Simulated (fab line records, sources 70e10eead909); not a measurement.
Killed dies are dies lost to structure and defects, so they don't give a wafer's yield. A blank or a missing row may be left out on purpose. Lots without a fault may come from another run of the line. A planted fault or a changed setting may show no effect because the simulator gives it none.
fab line records | flow nand_harc
record lots=6 wafers=18 last_day=33
route steps=1302 shown A_WL_FILL@982 A_CONTACT@983 END@1302
lots that met no fault: from a run of the same line without faults
start_h: hours from the record's first day to the start of the lot's first wafer shown | wait_h: hours since the lot's step before | " the same as in the row above | L1.1+2: a row that stands for several wafers | - no value, or no start given | * or withheld: withheld | < > ~ a bound
route shown NAME@n: a module of which the file shows steps, and the number in the route of the first | usual: mean/standard deviation of fault-free wafers | same: alike in all rows | chamber/n: place in a boat | sites: the reading at each site | _std_site: their standard deviation | _edge_site: outer sites' mean less inner sites' | radius_mm: how far each site lies from the wafer's centre | mask NAME#n: copy n | behind: the tool/chamber that last shaped the wafer | hold: why the lot was held/for how many hours/how that ended | device: the transistor (n, p or np) that didn't switch | end of line: the same wafers' tests at the end of the route | a step without rows: its recipe alone | killed: dies lost to structure and defects at the first sort, not the wafer's yield | map: a wafer's dies, x killed, . not, _ none there
set.NAME: the setting as run; set.NAME@STEP: as run at that earlier step | model.NAME: the simulator's own value behind a step, which no gauge read
lots at some steps of the route; a table a step, a row a wafer
services: from which hour (start_h, from the record's first day; less than 0 if before it) a tool's chamber was out of use, for how many hours, and why
## steps
# step NHARC_A_WL_FILL_INSPECT_15
# usual raw_defect_count=474/140
# columns lot.wafer tool chamber start_h wait_h raw_defect_count
L870.4 defect_inspect-01 - 520.46 0.0 304
L870.5 " - " " 392
L870.6 " - " " 345
L872.2 defect_inspect-01 - 540.80 0.0 424
L872.3 " - " " 531
L872.5 " - " " 508
L883.1 defect_inspect-01 - 631.96 0.0 341
L883.3 " - " " 420
L883.6 " - " " 431
L885.3 defect_inspect-02 - 664.67 0.0 601
L885.5 " - " " 551
L885.6 " - " " 339
L886.1 defect_inspect-02 - 683.46 0.0 355
L886.3 " - " " 363
L886.6 " - " " 418
L888.1 defect_inspect-02 - 700.17 0.0 551
L888.4 " - " " 429
L888.6 " - " " 390
# step NHARC_A_CONTACT_DEP_24
# recipe target_thk_a=5000 temp_c=400 pressure_torr=6.5 rf_w=900 teos_flow_sccm=161.4 flow_sccm=2650 target_thk_nm=500 gas=O2 material=SiO2
# usual chamber_pressure_Torr=6.499/0.014 flow_sccm=2650/7.9 heater_power_w=548/84 throttle_valve_pct=15.7/0.59
# columns lot.wafer tool chamber start_h wait_h chamber_pressure_Torr flow_sccm heater_power_w throttle_valve_pct
L870.4 pecvd-02 1 520.71 0.2 6.486 2650 696 15.4
L870.6 " 1 " " 6.479 2653 718 15.5
L870.5 " 0 " " 6.496 2643 559 16.3
L872.3 pecvd-02 1 540.87 0.1 6.523 2647 698 15.4
L872.2 " 0 " " 6.496 2649 586 16.0
L872.5 " 0 " " 6.493 2654 445 16.2
L883.1 pecvd-03 2 632.09 0.1 6.489 2651 647 14.9
L883.3 " 0 " " 6.484 2641 451 15.4
L883.6 " 2 " " 6.532 2643 668 14.6
L885.3 pecvd-01 2 664.73 0.1 6.507 2639 687 16.4
L885.6 " 2 " " 6.512 2657 711 16.5
L885.5 " 1 " " 6.473 2647 479 15.6
L886.3 pecvd-03 1 683.59 0.1 6.512 2659 530 16.7
L886.1 " 2 " " 6.484 2657 551 14.7
L886.6 " 0 " " 6.495 2646 446 15.3
L888.1 pecvd-03 0 700.36 0.2 6.479 2651 465 15.5
L888.4 " 1 " " 6.521 2640 489 17.0
L888.6 " 2 " " 6.499 2644 583 14.7
# step NHARC_A_CONTACT_DEP_28
# recipe target_thk_a=70000 temp_c=400 material=aC
# usual throttle_valve_pct=35.000/0.0083
# columns lot.wafer tool chamber start_h wait_h throttle_valve_pct
L870.4 acl_dep-02 0 524.46 3.2 35.014
L870.5 " 0 " " 35.004
L870.6 " 0 " " 35.010
L872.2 acl_dep-02 0 542.18 0.8 34.987
L872.3 " 0 " " 34.999
L872.5 " 0 544.33 2.9 35.005
L883.1 acl_dep-03 0 633.98 1.4 34.999
L883.3 " 0 635.40 2.8 34.998
L883.6 " 0 637.52 4.9 35.006
L885.3 acl_dep-02 0 666.76 1.5 35.010
L885.5 " 0 668.18 2.9 35.002
L885.6 " 0 " " 34.998
L886.1 acl_dep-01 0 688.93 4.9 35.000
L886.3 " 0 690.36 6.3 34.997
L886.6 " 0 692.50 8.4 35.000
L888.1 acl_dep-01 0 701.63 0.8 35.000
L888.4 " 0 703.72 2.9 34.996
L888.6 " 0 705.12 4.3 35.009
# step NHARC_A_CONTACT_DEP_29
# recipe target_thk_a=1000 target_thk_nm=100 temp_c=400 pressure_torr=3.5 flow_sccm=200 rf_w=350 material=SiON
# usual chamber_pressure_Torr=3.501/0.0068 heater_power_w=742/87
# columns lot.wafer tool chamber start_h wait_h chamber_pressure_Torr heater_power_w
L870.5 pecvd-01 2 526.69 0.8 3.493 752
L870.6 " 0 " " 3.512 689
L870.4 " 1 " " 3.505 798
L872.3 pecvd-01 1 545.78 2.2 3.498 807
L872.2 " 2 " " 3.497 867
L872.5 " 2 " " 3.494 889
L883.1 pecvd-03 2 638.29 3.6 3.502 772
L883.3 " 0 " " 3.496 688
L883.6 " 0 " " 3.501 692
L885.3 pecvd-01 2 669.62 2.2 3.494 888
L885.5 " 2 " " 3.505 893
L885.6 " 1 " " 3.512 792
L886.1 pecvd-01 1 693.26 3.6 3.498 716
L886.3 " 2 " " 3.505 812
L886.6 " 1 " " 3.482 719
L888.1 pecvd-02 0 705.90 3.6 3.509 640
L888.4 " 1 " " 3.500 850
L888.6 " 2 " " 3.488 721
# step NHARC_A_CONTACT_DEHYDRATE_32
# recipe temp_c=150 time_s=120
# step NHARC_A_CONTACT_HMDS_33
# recipe time_s=30
# step NHARC_A_CONTACT_COAT_34
# recipe temp_c=260 time_s=75
# step NHARC_A_CONTACT_COAT_35
# recipe temp_c=225 time_s=65
# step NHARC_A_CONTACT_COAT_36
# recipe spin_rpm=1500 resist_thk_nm=90
# step NHARC_A_CONTACT_SOFTBAKE_37
# recipe temp_c=105 time_s=55
# step NHARC_A_CONTACT_EBR_38
# step NHARC_A_CONTACT_EXPOSE_39
# recipe na=1.35 sigma_outer=0.8 dose_mj=58.79 mask_id=A_CC_3
# usual exposure_dose_mJ_cm2=58.74/0.06
# columns lot.wafer tool chamber start_h wait_h mask exposure_dose_mJ_cm2
L870.4 arfi_scanner-03 0 527.28 - A_CC_3#0 58.89
L870.5 " 0 " " A_CC_3#0 58.87
L870.6 " 0 " " A_CC_3#0 58.87
L872.2 arfi_scanner-02 0 546.36 - A_CC_3#0 58.78
L872.3 " 0 " " A_CC_3#0 58.86
L872.5 " 0 " " A_CC_3#0 58.70
L883.1 arfi_scanner-03 0 638.71 - A_CC_3#0 84.73
L883.3 " 0 " " A_CC_3#0 84.75
L883.6 " 0 " " A_CC_3#0 84.81
L885.3 arfi_scanner-02 0 670.09 - A_CC_3#0 58.76
L885.5 " 0 " " A_CC_3#0 58.82
L885.6 " 0 " " A_CC_3#0 58.74
L886.1 arfi_scanner-03 0 693.81 - A_CC_3#0 79.55
L886.3 " 0 " " A_CC_3#0 79.66
L886.6 " 0 " " A_CC_3#0 79.57
L888.1 arfi_scanner-01 0 706.42 - A_CC_3#0 58.72
L888.4 " 0 " " A_CC_3#0 58.73
L888.6 " 0 " " A_CC_3#0 58.72
# step NHARC_A_CONTACT_PEB_40
# recipe peb_temp_c=100 peb_time_s=65
# step NHARC_A_CONTACT_DEVELOP_41
# recipe develop_time_s=35 dev_temp_c=23
# step NHARC_A_CONTACT_CD_MEAS_42
# recipe target_cd_nm=300 landing_energy_ev=500
# usual cd_nm=300.2/0.45
# columns lot.wafer tool chamber start_h wait_h cd_nm
L870.4 cd_sem-02 0 527.42 - 301.1
L870.5 " 0 " " 301.4
L870.6 " 0 " " 300.5
L872.2 cd_sem-01 0 546.50 - 299.8
L872.3 " 0 " " 299.7
L872.5 " 0 " " 299.7
L883.1 cd_sem-03 0 638.85 - 321.1
L883.3 " 0 " " 321.4
L883.6 " 0 " " 320.7
L885.3 cd_sem-02 0 670.23 - 299.6
L885.5 " 0 " " 300.0
L885.6 " 0 " " 300.0
L886.1 cd_sem-01 0 693.95 - 316.9
L886.3 " 0 " " 317.4
L886.6 " 0 " " 317.4
L888.1 cd_sem-01 0 706.55 - 300.5
L888.4 " 0 " " 301.0
L888.6 " 0 " " 301.4
# step NHARC_A_CONTACT_OVL_MEAS_43
# usual overlay_x_nm=0.1/0.94 overlay_y_nm=-0.1/0.61
# columns lot.wafer tool chamber start_h wait_h overlay_x_nm overlay_y_nm
L870.4 overlay-01 - 527.50 - 0.1 -0.2
L870.5 " - " " 0.2 0.0
L870.6 " - " " -0.3 0.2
L872.2 overlay-01 - 546.59 - -0.2 0.7
L872.3 " - " " -0.6 1.4
L872.5 " - " " -0.5 1.2
L883.1 overlay-02 - 638.94 - -1.6 -0.9
L883.3 " - " " -1.2 -1.1
L883.6 " - " " -2.0 -0.9
L885.3 overlay-01 - 670.31 - 1.0 0.6
L885.5 " - " " 0.9 0.6
L885.6 " - " " 0.5 0.6
L886.1 overlay-02 - 694.04 - 0.2 -0.1
L886.3 " - " " -0.2 -0.1
L886.6 " - " " 0.3 0.2
L888.1 overlay-01 - 706.64 - 0.4 -0.7
L888.4 " - " " -0.2 -0.8
L888.6 " - " " 0.7 -0.2
# step NHARC_END_SORT_01
# recipe temp_c=25
# usual killed_at_array=53/19 killed_at_other=0.7/1.1 killed_at_periphery=4.2/2.7 killed_dies=58/18 killed_open=3.1/1.9 killed_short=2.5/1.6
# same gross_dies=677
# columns lot.wafer tool chamber start_h wait_h killed_at_array killed_at_other killed_at_periphery killed_dies killed_open killed_short
L872.2 prober-01 0 616.95 2.8 38 0 7 45 4 4
L872.3 prober-01 0 617.75 3.1 42 0 4 46 5 1
L872.5 prober-01 0 619.36 3.7 46 0 6 52 4 4
# killed by level:class
L872.2 A_CHANNEL_HOLE_D2:chamber_film_flake=20 P_GATE:chamber_film_flake=6 A_CHANNEL_HOLE_D1:chamber_film_flake=3 A_STAIRCASE:chamber_film_flake=3 A_WL_FILL:chamber_film_flake=3 A_SOURCE_PLATE:geometric_particle:short=2 P_CONTACT:geometric_particle:open=1 A_CHANNEL_HOLE_D1:geometric_particle:open=1
L872.3 A_CHANNEL_HOLE_D2:chamber_film_flake=23 A_DECK1_JOINT:chamber_film_flake=5 A_CHANNEL_HOLE_D1:chamber_film_flake=4 P_GATE:chamber_film_flake=3 A_CHANNEL_FILL_D1:geometric_particle:open=2 A_WL_FILL:chamber_film_flake=2 P_STI:geometric_particle:open=1 A_CHANNEL_FILL_D2:geometric_particle:short=1
L872.5 A_CHANNEL_HOLE_D2:chamber_film_flake=29 A_WL_FILL:chamber_film_flake=4 A_CONTACT:chamber_film_flake=4 A_M0:geometric_particle:open=2 P_GATE:chamber_film_flake=2 A_CHANNEL_HOLE_D1:chamber_film_flake=2 P_GATE:geometric_particle:short=1 P_CONTACT:geometric_particle:open=1
## services
# columns tool chamber start_h hours kind
pecvd-01 0 505.18 - clean
pecvd-01 1 505.18 - clean
pecvd-02 2 517.88 4.8 repair
pecvd-02 - 525.66 15.1 repair
arfi_scanner-02 - 530.53 0.5 repair
arfi_scanner-03 - 534.05 2.0 repair
arfi_scanner-01 - 539.87 0.2 repair
arfi_scanner-03 - 540.00 4.0 pm
pecvd-03 - 547.30 13.0 pm
acl_dep-01 - 550.93 13.0 pm
pecvd-02 - 589.33 13.0 pm
acl_dep-02 - 607.15 13.0 pm
pecvd-03 0 618.30 3.5 repair
arfi_scanner-01 - 629.62 4.0 pm
arfi_scanner-03 - 642.69 6.3 repair
pecvd-01 - 644.17 0.9 repair
arfi_scanner-01 - 659.86 35.0 repair
arfi_scanner-02 - 661.14 4.0 pm
pecvd-03 0 666.50 4.5 repair
acl_dep-03 - 669.76 13.0 pm
pecvd-01 - 673.18 13.0 pm
arfi_scanner-02 - 673.78 5.0 repair
pecvd-01 - 699.47 1.5 repair
arfi_scanner-01 - 704.68 0.6 repair
## key
first_sign step=NHARC_A_CONTACT_EXPOSE_39 reading=exposure_dose_mJ_cm2 direction=up sigmas=99+ usual=58.74 struck=82.18
effect step=NHARC_A_CONTACT_CD_MEAS_42 reading=cd_nm direction=up sigmas=42 usual=300.2 struck=319.1 through=control_loop
met_at NHARC_A_CONTACT_EXPOSE_39
struck_wafers L883.1,L883.3,L883.6,L886.1,L886.3,L886.6
tester_left_out L883,L886
loop_trim step=NHARC_A_CONTACT_EXPOSE_39 setting=dose lots=L886
onset_between 527.28 638.71
fault kind=process_parameter_drift tool=arfi_scanner-03 chamber=- onset_h=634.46 steps=NHARC_A_CONTACT_EXPOSE_39 channel=dose_mj offset=26.06 shape=step acts_in=these_recipes_only stated=58.79
# tester_left_out: of these lots the tester's yield and bins aren't shown, on N5 and GAA mostly nor the transistor test; their killed dies are dies lost to structure and defects alone, not to doping, threshold or leakage, so they don't give the yield
# loop_trim: a control loop set the setting to another value than it would have without faults
